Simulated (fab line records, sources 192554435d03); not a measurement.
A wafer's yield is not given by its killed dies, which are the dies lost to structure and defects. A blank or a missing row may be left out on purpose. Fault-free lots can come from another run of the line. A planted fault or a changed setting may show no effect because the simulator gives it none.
Chamber matching + flow n5Finfet + N5_FIN_SAQP_ALD_61 on aldSin-01 has 4 sister chambers
The step deposits SiO2, target thk 4 nm, pulse time 1 s, purge time 2 s. 8 wafers are shown with their chamber, then 11 later ones without.

WAFERS WITH THEIR CHAMBER
| wafer  | chamber | heaterPowerW (W) | precursorPulseHeightRel |
|--------|---------|------------------|-------------------------|
| L083.1 | 2       | 610              | 1.021                   |
| L087.1 | 0       | 517              | 1.006                   |
| L087.2 | 3       | 510              | 0.993                   |
| L087.6 | 1       | 407              | 1.001                   |
| L090.2 | 1       | 404              | 0.983                   |
| L090.3 | 2       | 595              | 0.999                   |
| L090.6 | 3       | 503              | 1.007                   |
| L091.3 | 0       | 514              | 1.017                   |

WAFERS WITH NO CHAMBER GIVEN
| wafer  | heaterPowerW (W) | precursorPulseHeightRel |
|--------|------------------|-------------------------|
| L091.4 | 625              | 1.017                   |
| L091.6 | 530              | 1.018                   |
| L093.1 | 524              | 0.988                   |
| L093.3 | 610              | 1.007                   |
| L093.6 | 519              | 0.999                   |
| L095.1 | 414              | 1.012                   |
| L095.3 | 501              | 0.995                   |
| L095.6 | 617              | 0.963                   |
| L097.2 | 507              | 1.011                   |
| L097.3 | 414              | 0.976                   |
| L097.6 | 521              | 1.030                   |

CHAMBER TAKEN BY EACH
| wafer  | from the rows above     | in truth |
|--------|-------------------------|----------|
| L091.4 | 2                       | 2        |
| L091.6 | can't be placed: 0 or 3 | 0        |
| L093.1 | can't be placed: 0 or 3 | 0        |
| L093.3 | 2                       | 2        |
| L093.6 | can't be placed: 0 or 3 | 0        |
| L095.1 | 1                       | 1        |
| L095.3 | can't be placed: 3 or 0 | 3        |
| L095.6 | 2                       | 2        |
| L097.2 | can't be placed: 3 or 0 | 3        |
| L097.3 | 1                       | 1        |
| L097.6 | can't be placed: 0 or 3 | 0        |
Placed correctly: 5 of 11. Cannot be placed on the basis of these rows: 6; the candidates contain the true chamber in 6. Number placed wrongly: 0.
How it was worked out, from the rows above alone: a wafer's distance from a chamber is the root of the sum, over the readings, of the square of ((its reading less the chamber's mean) divided by the reading's scatter). If the next closest chamber is less than 2 further off than the closest, the wafer can't be placed; otherwise it belongs to the closest. The mean given for a chamber averages the wafers shown for that chamber. The scatter: take each reading less its chamber's mean, square it, sum over the shown wafers, divide by the number of wafers less the number of chambers, and take the root.
